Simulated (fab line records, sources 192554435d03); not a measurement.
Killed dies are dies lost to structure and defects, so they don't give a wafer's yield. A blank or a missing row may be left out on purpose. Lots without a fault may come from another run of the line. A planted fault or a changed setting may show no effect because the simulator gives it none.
A struck lot beside a sound one | flow n5_finfet | 37 steps out of a route of 1938
Sound: wafers L337.2, L337.3, L337.5. Struck: wafers L320.2, L320.5, L320.6. The cause comes at the end.
At each step with rows: each side's tool, then ch and its chambers, then its first start. Under that, the readings that differ: sound wafers | struck wafers | difference of the means | sigmas: that difference in standard deviations of wafers without a fault.
alike: readings whose means differ by less than 2 such deviations, and words and numbers that are the same on both sides. not compared: withheld readings, readings that some wafer has no value for, bounds like >300 that may hide the same value, and numbers for which the record gives no deviation and whose values overlap.
The two part at a step that has a row with sigmas, a row that says differs or no value, or rows on one side only. Numbers that don't overlap but have no deviation are shown without sigmas and don't part them. A reading that every wafer of one side lacks parts them only if that side has two wafers or more.

first, 12 steps without rows for these wafers: N5_GATE_CUT_HM_OPEN_40 (chemistry C4F6/O2, target SiO2, target depth 139 nm, time 85.1 s); N5_GATE_CUT_STRIP_41 (strips in CF4); N5_GATE_CUT_STRIP_42 (strips in O2); N5_GATE_CUT_ETCH_19 (etches SiNx in CH3F/O2, target depth 53.7 nm, time 76.7 s); N5_GATE_CUT_CUT_ETCH_53 (etches W in SF6/Cl2, target depth 79.2 nm); N5_GATE_CUT_CUT_ETCH_54 (etches TiN in Cl2/BCl3, target depth 96.7 nm); N5_GATE_CUT_CUT_ETCH_55 (etches HfO2 in BCl3, target depth 3.2 nm); N5_GATE_CUT_ETCH_47 (etches SiO2 in Cl2/BCl3, target depth 10 nm); N5_GATE_CUT_VAPOR_ETCH_48 (etches TiN in BCl3/Cl2); N5_GATE_CUT_VAPOR_ETCH_49 (etches TiAlC in BCl3/Cl2); N5_GATE_CUT_VAPOR_ETCH_51 (etches HfO2 in BCl3/Cl2); N5_GATE_CUT_STRIP_21 (strips in N2/H2, time 30 s).
N5_GATE_CUT_STRIP_29: strips in post etch residue remover, time 60 s.
  sound on wet_bench-03 ch 2,3,5, day 10 05:43; struck on wet_bench-03 ch 1,2,5, day 5 13:17
then, 23 steps without rows for these wafers: N5_GATE_CUT_SRD_52 (time 30 s); N5_GATE_CUT_ALD_22 (deposits SiNx, target thk 16 nm, pulse time 1 s, ald cycles 320); N5_GATE_CUT_CMP_23 (polishes, stops on SiO2, t overpolish 23.4 s, target thk 16 nm); N5_GATE_CUT_CMP_43 (polishes SiO2); N5_GATE_CUT_CMP_61 (polishes, stops on SiNx, t overpolish 3 s); N5_MOL_CONTACT_COAG_COAT_103 (time 60 s, resist thk 80 nm); N5_MOL_CONTACT_COAG_COAT_104 (time 60 s, resist thk 12 nm); N5_MOL_CONTACT_COAG_COAT_58 (time 60 s, resist thk 10 nm); N5_MOL_CONTACT_COAG_COAT_02 (resist thk 30 nm); N5_MOL_CONTACT_COAG_EBR_04; N5_MOL_CONTACT_COAG_SOFTBAKE_03 (time 60 s); N5_MOL_CONTACT_COAG_EXPOSE_05 (exposes mask CA, defocus 0 nm); N5_MOL_CONTACT_COAG_PEB_06 (peb time 60 s); N5_MOL_CONTACT_COAG_DEVELOP_07 (develop time 30 s); N5_MOL_CONTACT_COAG_DESCUM_13 (chemistry O2, time 7 s); N5_MOL_CONTACT_COAG_ETCH_59 (etches underlayer in N2/H2, target depth 13 nm, time 10.4 s); N5_MOL_CONTACT_COAG_ETCH_105 (etches SiARC in CF4, target depth 15.6 nm, time 26 s); N5_MOL_CONTACT_COAG_ETCH_106 (etches SOC in N2/H2, target depth 80 nm, overetch 16 nm, time 120 s); N5_MOL_CONTACT_COAG_STRIP_107 (strips in N2/H2); N5_MOL_CONTACT_COAG_STRIP_108 (strips in N2/H2); N5_MOL_CONTACT_COAG_CONTACT_ETCH_14 (etches SiO2 in C4F6/O2, target depth 27.5 nm, overetch 8.5 nm, time 20 s); N5_MOL_CONTACT_COAG_STRIP_109 (strips in C4F6/O2); N5_MOL_CONTACT_COAG_ETCH_15 (etches SiNx in CH3F/O2, stops on Si:P, target depth 7 nm).
-- the record jumps here: 11 days lie between the struck wafers' starts before and after (it left off in module MOL_CONTACT_COAG and takes up again in module PASSIVATION, whose first step shown is number 1936 of the route) --
N5_PASSIVATION_PROBE_49:
  the record has rows for the struck wafers here (prober-02, day 16 03:47) and none for the sound ones

WHERE THEY PART
Only at N5_PASSIVATION_PROBE_49, within this record.

WHY: what the simulator had put in
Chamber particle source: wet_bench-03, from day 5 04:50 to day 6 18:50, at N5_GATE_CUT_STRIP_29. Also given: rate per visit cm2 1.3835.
